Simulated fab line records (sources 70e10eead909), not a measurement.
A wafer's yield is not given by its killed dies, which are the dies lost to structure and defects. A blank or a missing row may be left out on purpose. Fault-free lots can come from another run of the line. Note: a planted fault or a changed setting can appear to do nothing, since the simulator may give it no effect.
What tool caused it? + flow nand harc + 11 lots with 33 wafers sampled at 6 steps, on a route of 1159 steps

WHAT THE GAUGES READ, wafer by wafer
NHARC_P_GATE_CD_MEAS_33. Usual: cd nm at 120.7 nm, with a standard deviation of 2.3.
| lot  | measured     | on        | cd nm (nm)        | flag |
|------|--------------|-----------|-------------------|------|
| L818 | day 4 19:00  | cd sem-01 | 122.4 123.1 123.1 |      |
| L822 | day 5 20:05  | cd sem-02 | 120.2 122.9 121.1 |      |
| L824 | day 6 02:25  | cd sem-03 | 124.6 116.0 120.9 |      |
| L825 | day 6 10:38  | cd sem-01 | 122.6 120.9 121.5 |      |
| L826 | day 6 17:06  | cd sem-02 | 121.2 122.9 120.1 |      |
| L828 | day 7 06:09  | cd sem-01 | 125.7 119.3 123.7 |      |
| L831 | day 8 00:47  | cd sem-02 | 121.6 121.4 120.9 |      |
| L833 | day 8 14:22  | cd sem-01 | 122.3 114.7 121.8 |      |
| L834 | day 8 18:11  | cd sem-02 | 119.0 121.5 124.6 |      |
| L836 | day 9 05:52  | cd sem-03 | 120.4 118.8 120.7 |      |
| L840 | day 10 08:00 | cd sem-01 | 117.8 120.4 121.6 |      |

NHARC_P_GATE_CD_MEAS_59 targets a cd of 720 nm. Usual: cd nm at 720.4 nm, with a standard deviation of 1.6.
| lot  | measured     | on        | cd nm (nm)        | flag |
|------|--------------|-----------|-------------------|------|
| L818 | day 5 08:15  | cd sem-03 | 721.9 720.0 722.4 |      |
| L822 | day 6 08:52  | cd sem-03 | 718.8 718.2 719.7 |      |
| L824 | day 6 15:07  | cd sem-02 | 722.3 719.0 720.6 |      |
| L825 | day 6 23:20  | cd sem-02 | - - -             | OFF  |
| L826 | day 7 05:58  | cd sem-03 | - - -             | OFF  |
| L828 | day 7 18:56  | cd sem-02 | 720.2 721.7 721.2 |      |
| L831 | day 8 13:53  | cd sem-03 | 719.0 719.7 717.4 |      |
| L833 | day 9 03:15  | cd sem-02 | 720.2 719.9 717.1 |      |
| L834 | day 9 07:41  | cd sem-01 | 723.1 720.0 720.2 |      |
| L836 | day 9 19:24  | cd sem-03 | 720.4 718.9 722.2 |      |
| L840 | day 10 20:32 | cd sem-01 | 719.8 719.8 721.5 |      |

NHARC_END_SORT_01. Usual: killed at array 26, standard deviation 10; killed at other 0.5, standard deviation 0.87; killed at periphery 3.0, standard deviation 2.5; killed dies 29, standard deviation 11; killed open 3.3, standard deviation 1.9; killed short 1.8, standard deviation 1.5.
| lot  | measured     | on        | killed at array | killed at other | killed at periphery | killed dies | killed open | killed short | flag |
|------|--------------|-----------|-----------------|-----------------|---------------------|-------------|-------------|--------------|------|
| L825 | day 21 03:38 | prober-01 | 29 24 27        | 0 1 1           | 648 652 649         | 677 677 677 | 4 2 7       | 0 4 1        | OFF  |
| L826 | day 21 11:19 | prober-02 | 23 27 19        | 0 0 0           | 654 650 658         | 677 677 677 | 1 4 3       | 6 2 1        | OFF  |

TOOL THAT RAN EACH LOT (tool first, then ch and the chambers of the sampled wafers, then the start)
| lot  | NHARC_P_GATE_HM_OPEN_105                      | NHARC_P_GATE_EXPOSE_56            | NHARC_P_GATE_DESCUM_93            |
|------|-----------------------------------------------|-----------------------------------|-----------------------------------|
| L818 | rie diel-11 ch 1,2,3, day 4 19:00 or earlier  | krf scanner-03 ch 0, day 5 08:05  | rie diel-02 ch 0,1,3, day 5 10:07 |
| L822 | rie diel-02 ch 0,2,3, day 5 20:05 or earlier  | krf scanner-01 ch 0, day 6 08:42  | rie diel-03 ch 0,3, day 6 10:43   |
| L824 | rie diel-02 ch 0,1,3, day 6 02:25 or earlier  | krf scanner-03 ch 0, day 6 14:58  | rie diel-03 ch 0,1,2, day 6 16:52 |
| L825 | rie diel-02 ch 1,2, day 6 10:38 or earlier    | krf scanner-01, day 6 23:11       | rie diel-03 ch 1,2,3, day 7 01:04 |
| L826 | rie diel-03 ch 0,1,2, day 6 17:06 or earlier  | krf scanner-02, day 7 05:48       | rie diel-03 ch 2,3, day 7 07:44   |
| L828 | rie diel-11 ch 0,1,2, day 7 06:09 or earlier  | krf scanner-02 ch 0, day 7 18:47  | rie diel-03 ch 1,2,3, day 7 20:50 |
| L831 | rie diel-03 ch 0,1,2, day 8 00:47 or earlier  | krf scanner-02 ch 0, day 8 13:44  | rie diel-11 ch 2,3, day 8 15:46   |
| L833 | rie diel-02 ch 0,1,3, day 8 14:22 or earlier  | krf scanner-02 ch 0, day 9 03:05  | rie diel-02 ch 0,2,3, day 9 05:18 |
| L834 | rie diel-03 ch 0,1,3, day 8 18:11 or earlier  | krf scanner-03 ch 0, day 9 07:32  | rie diel-11 ch 0,2, day 9 09:34   |
| L836 | rie diel-02 ch 0,2,3, day 9 05:52 or earlier  | krf scanner-01 ch 0, day 9 19:14  | rie diel-11 ch 0,1,3, day 9 21:09 |
| L840 | rie diel-02 ch 0,1,3, day 10 08:00 or earlier | krf scanner-02 ch 0, day 10 20:23 | rie diel-02 ch 1,2, day 10 22:26  |
- NHARC_P_GATE_HM_OPEN_105: chemistry O2/COS, target depth 360 nm.
- NHARC_P_GATE_EXPOSE_56: exposes mask P PSD, target cd 720 nm.
- NHARC_P_GATE_DESCUM_93: chemistry O2, time 3 s.

AS READ BY THE TOOLS THEMSELVES (means over the sampled wafers that have a number; for cases with no such wafer, the mark the record gives instead)
NHARC_P_GATE_HM_OPEN_105. Usual: drypump motor current A 5.5 A, standard deviation 0.54; o2 flow sccm 400.0 sccm, standard deviation 1.1; oes product au 1.001 a.u., standard deviation 0.0082; rf vpp V 467.4 V, standard deviation 2.1; showerhead plenum p Torr 3.14 Torr, standard deviation 0.097; throttle valve pct 28.331 %, standard deviation 0.0097.
| lot  | tool        | drypump motor current A (A) | o2 flow sccm (sccm) | oes product au (a.u.) | rf vpp V (V) | showerhead plenum p Torr (Torr) | throttle valve pct (%) | flag |
|------|-------------|-----------------------------|---------------------|-----------------------|--------------|---------------------------------|------------------------|------|
| L818 | rie diel-11 | 5.8                         | 400.4               | 1.006                 | 466.1        | 3.09                            | 28.326                 |      |
| L822 | rie diel-02 | 5.3                         | 400.2               | 0.999                 | 467.2        | 3.12                            | 28.334                 |      |
| L824 | rie diel-02 | 5.2                         | 399.6               | 1.003                 | 466.8        | 3.12                            | 28.340                 |      |
| L825 | rie diel-02 | 5.4                         | 399.9               | 0.991                 | 466.6        | 3.10                            | 28.337                 |      |
| L826 | rie diel-03 | 5.4                         | 399.8               | 1.004                 | 470.1        | 3.28                            | 28.325                 |      |
| L828 | rie diel-11 | 6.0                         | 400.1               | 0.996                 | 466.6        | 3.10                            | 28.329                 |      |
| L831 | rie diel-03 | 5.4                         | 399.9               | 1.002                 | 470.1        | 3.27                            | 28.328                 |      |
| L833 | rie diel-02 | 5.3                         | 400.8               | 1.002                 | 467.3        | 3.11                            | 28.337                 |      |
| L834 | rie diel-03 | 5.8                         | 399.1               | 1.007                 | 468.6        | 3.20                            | 28.330                 |      |
| L836 | rie diel-02 | 5.3                         | 399.5               | 1.000                 | 466.6        | 3.12                            | 28.321                 |      |
| L840 | rie diel-02 | 5.2                         | 400.6               | 1.003                 | 466.2        | 3.11                            | 28.328                 |      |

NHARC_P_GATE_EXPOSE_56. Usual: exposure dose mJ cm2 14.809, standard deviation 0.015; focus offset nm -0.1 nm, standard deviation 0.51.
| lot  | tool           | exposure dose mJ cm2 | focus offset nm (nm) | flag |
|------|----------------|----------------------|----------------------|------|
| L818 | krf scanner-03 | 14.782               | 0.0                  |      |
| L822 | krf scanner-01 | 14.809               | -1.1                 |      |
| L824 | krf scanner-03 | 14.813               | 0.2                  |      |
| L825 | krf scanner-01 | -                    | -                    | OFF  |
| L826 | krf scanner-02 | -                    | -                    | OFF  |
| L828 | krf scanner-02 | 14.807               | -0.1                 |      |
| L831 | krf scanner-02 | 14.817               | 0.1                  |      |
| L833 | krf scanner-02 | 14.802               | -0.5                 |      |
| L834 | krf scanner-03 | 14.811               | -0.5                 |      |
| L836 | krf scanner-01 | 14.800               | -0.0                 |      |
| L840 | krf scanner-02 | 14.823               | 0.3                  |      |

NHARC_P_GATE_DESCUM_93. Usual: drypump motor current A 5.6 A, standard deviation 0.59; o2 flow sccm 200.0 sccm, standard deviation 0.65; oes product au 1.002 a.u., standard deviation 0.0086; rf vpp V 57.8 V, standard deviation 0.82; showerhead plenum p Torr 1.93 Torr, standard deviation 0.066; throttle valve pct 11.311 %, standard deviation 0.009.
| lot  | tool        | drypump motor current A (A) | o2 flow sccm (sccm) | oes product au (a.u.) | rf vpp V (V) | showerhead plenum p Torr (Torr) | throttle valve pct (%) | flag |
|------|-------------|-----------------------------|---------------------|-----------------------|--------------|---------------------------------|------------------------|------|
| L818 | rie diel-02 | 5.2                         | 200.3               | 1.011                 | 57.3         | 1.91                            | 11.314                 |      |
| L822 | rie diel-03 | 6.0                         | 199.9               | 1.004                 | 58.2         | 1.98                            | 11.310                 |      |
| L824 | rie diel-03 | 5.4                         | 200.7               | 1.004                 | 58.1         | 2.01                            | 11.319                 |      |
| L825 | rie diel-03 | 5.8                         | 200.0               | 1.009                 | 57.9         | 1.98                            | 11.310                 |      |
| L826 | rie diel-03 | 6.0                         | 200.5               | 0.998                 | 58.1         | 1.99                            | 11.324                 |      |
| L828 | rie diel-03 | 5.7                         | 199.7               | 1.010                 | 58.5         | 1.97                            | 11.317                 |      |
| L831 | rie diel-11 | 5.5                         | 200.2               | 1.001                 | 58.3         | 1.82                            | 11.310                 |      |
| L833 | rie diel-02 | 5.3                         | 199.4               | 1.000                 | 57.3         | 1.91                            | 11.316                 |      |
| L834 | rie diel-11 | 5.9                         | 199.9               | 0.989                 | 56.8         | 1.86                            | 11.310                 |      |
| L836 | rie diel-11 | 5.9                         | 200.5               | 0.995                 | 57.8         | 1.91                            | 11.310                 |      |
| L840 | rie diel-02 | 5.3                         | 199.7               | 0.994                 | 57.1         | 1.89                            | 11.308                 |      |

THE ANSWER, worked out from the rows above alone
Rule: a lot counts as off when the mean over its wafers that have a number is more than 3 standard deviations away from the usual mean. Also off: a lot with no number at a reading for which 4 or more lots have one. The other lots that the step has rows for count as sound. After the gauges, taken in route order, come the tools' own readings; for these a lot's mean is taken, as printed above. The first step at which some lot is off is used, and at that step the reading that is off furthest; a lot without a number counts as furthest.
Off, at NHARC_P_GATE_CD_MEAS_59 on cd nm: L825, L826. Without a number there: L825, L826.
A tool fits if, at a process step before that reading, it ran every lot that is off, and no sound lot after the first of them. The gauges at NHARC_P_GATE_CD_MEAS_59 aren't tried: what is off there is off at NHARC_END_SORT_01 too, on other tools, and a gauge's error can't cause that. NHARC_P_GATE_HM_OPEN_105: start missing for some lots; hours and lot order therefore follow NHARC_P_GATE_CD_MEAS_33. Of those tried, none fits.

WHAT WAS PUT IN BY THE SIMULATOR
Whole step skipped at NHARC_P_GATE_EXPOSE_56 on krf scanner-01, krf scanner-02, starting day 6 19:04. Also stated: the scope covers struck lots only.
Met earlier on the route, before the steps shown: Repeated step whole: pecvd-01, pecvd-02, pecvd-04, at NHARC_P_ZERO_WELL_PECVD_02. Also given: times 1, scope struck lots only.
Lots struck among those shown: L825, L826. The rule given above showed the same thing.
